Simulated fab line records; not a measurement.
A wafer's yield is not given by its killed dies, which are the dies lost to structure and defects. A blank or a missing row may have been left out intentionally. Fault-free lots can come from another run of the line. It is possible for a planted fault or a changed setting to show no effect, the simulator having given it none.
Struck lot and sound lot, side by side -- flow n5-finfet -- 36 steps out of a route of 1938
Sound: the wafers L359.2, L359.3, L359.4. Struck: wafers L362.4, L362.6 (left out: L362.5, a lot-mate that was not struck); the cause follows at the end.
For every step that has rows: the tool of each side, followed by ch and its chambers, followed by its first start. Under that, the readings that differ: sound wafers -- struck wafers -- difference of the means -- sigmas: that difference in standard deviations of wafers without a fault.
alike: readings whose means differ by less than 2 such deviations, and words and numbers that are the same on both sides. not compared: withheld readings, readings that some wafer has no value for, bounds like >300 that may hide the same value, and numbers for which the record gives no deviation and whose values overlap.
A row with sigmas, a row that says differs or no value, or rows on one side alone: a step with any of these is where the two part. When numbers do not overlap yet have no deviation, they are printed without sigmas and do not part them. A reading missing from all wafers of one side parts the sides only when that side holds two or more wafers.

first, 8 steps without rows for these wafers: N5_BEOL_M5_ANNEAL_51 (time 90 s); N5_BEOL_M5_CMP_52 (polishes, stops on SiCOH lowk, t overpolish 6.9 s, target thk 62 nm); N5_BEOL_M5_PRE_CLEAN_77 (time 15 s); N5_BEOL_M5_CO_CAP_78 (material Co, precursor CCTBA/H2, target thk 2 nm, time 102.1 s); N5_BEOL_M5_PRE_CLEAN_55 (time 15 s); N5_BEOL_M5_DEP_56 (deposits SiCN from 3MS/NH3, target thk 8 nm, time 14 s); N5_BEOL_M6_ILD_DEP_00 (deposits SiCOH lowk from DEMS/porogen, target thk 179.75 nm, time 33.4 s); N5_BEOL_M6_CURE_74 (cures SiCOH lowk, time 240 s).
N5_BEOL_M6_PECVD_70: deposits SiO2 from TEOS/O2, target thk 20 nm, time 22.7 s.
  sound on pecvd-04 ch 0,1, day 13 01:35; struck on pecvd-02 ch 1,2, day 13 13:47
reading,sound,struck,difference,sigmas
model.SiO2_of_BEOL_M6_PECVD_70.thk-nm (nm),20 20 20.6,19.4 19,-1.0,
  alike: heater-power-w, showerhead-plenum-p-Torr, throttle-valve-pct
then, 25 steps without rows for these wafers: N5_BEOL_M6_HM_DEP_02 (deposits TiN, target thk 20 nm); N5_BEOL_M6_COAT_59 (time 60 s, resist thk 100 nm); N5_BEOL_M6_COAT_60 (time 60 s, resist thk 35 nm); N5_BEOL_M6_COAT_05 (resist thk 90 nm); N5_BEOL_M6_EBR_07; N5_BEOL_M6_SOFTBAKE_06 (time 60 s); N5_BEOL_M6_EXPOSE_08 (exposes mask M6); N5_BEOL_M6_PEB_09 (peb time 60 s); N5_BEOL_M6_DEVELOP_10 (develop time 30 s); N5_BEOL_M6_DESCUM_16 (chemistry O2, time 7.9 s); N5_BEOL_M6_ETCH_61 (etches SiARC in CF4, target depth 45.5 nm, time 75.8 s); N5_BEOL_M6_ETCH_62 (etches SOC in N2/H2, target depth 110 nm, overetch 22 nm, time 165 s); N5_BEOL_M6_STRIP_68 (strips in N2/H2); N5_BEOL_M6_STRIP_67 (strips in CF4); N5_BEOL_M6_HM_OPEN_17 (chemistry Cl2/BCl3, target TiN, target depth 20 nm, overetch 6 nm); N5_BEOL_M6_STRIP_19 (strips in O2); N5_BEOL_M6_COAT_63 (time 60 s, resist thk 60 nm); N5_BEOL_M6_COAT_64 (time 60 s, resist thk 12 nm); N5_BEOL_M6_COAT_71 (time 60 s, resist thk 5 nm); N5_BEOL_M6_COAT_22 (resist thk 30 nm); N5_BEOL_M6_EBR_24; N5_BEOL_M6_SOFTBAKE_23 (time 60 s); N5_BEOL_M6_EXPOSE_25 (exposes mask V5, target cd 40 nm); N5_BEOL_M6_PEB_26 (peb time 60 s); N5_BEOL_M6_DEVELOP_27 (develop time 30 s).
N5_BEOL_M6_HM_STRIP_39: strips TiN in peroxide tin strip, target depth 25 nm, time 158 s.
  sound on wet-bench-02 ch 1,4,7, day 13 04:56; struck on wet-bench-02 ch 0,6, day 13 15:53
reading,sound,struck,difference,sigmas
model.SiO2_of_BEOL_M6_PECVD_70.thk-nm (nm),19.8 20 20.4,19.2 18.8,-1.1,
  alike: bath-guard-temp-C
next, for these wafers, 1 step has no rows: N5_PASSIVATION_PROBE_49.

WHERE THEY PART
Nowhere in this record.

WHY: whatever the simulator had introduced
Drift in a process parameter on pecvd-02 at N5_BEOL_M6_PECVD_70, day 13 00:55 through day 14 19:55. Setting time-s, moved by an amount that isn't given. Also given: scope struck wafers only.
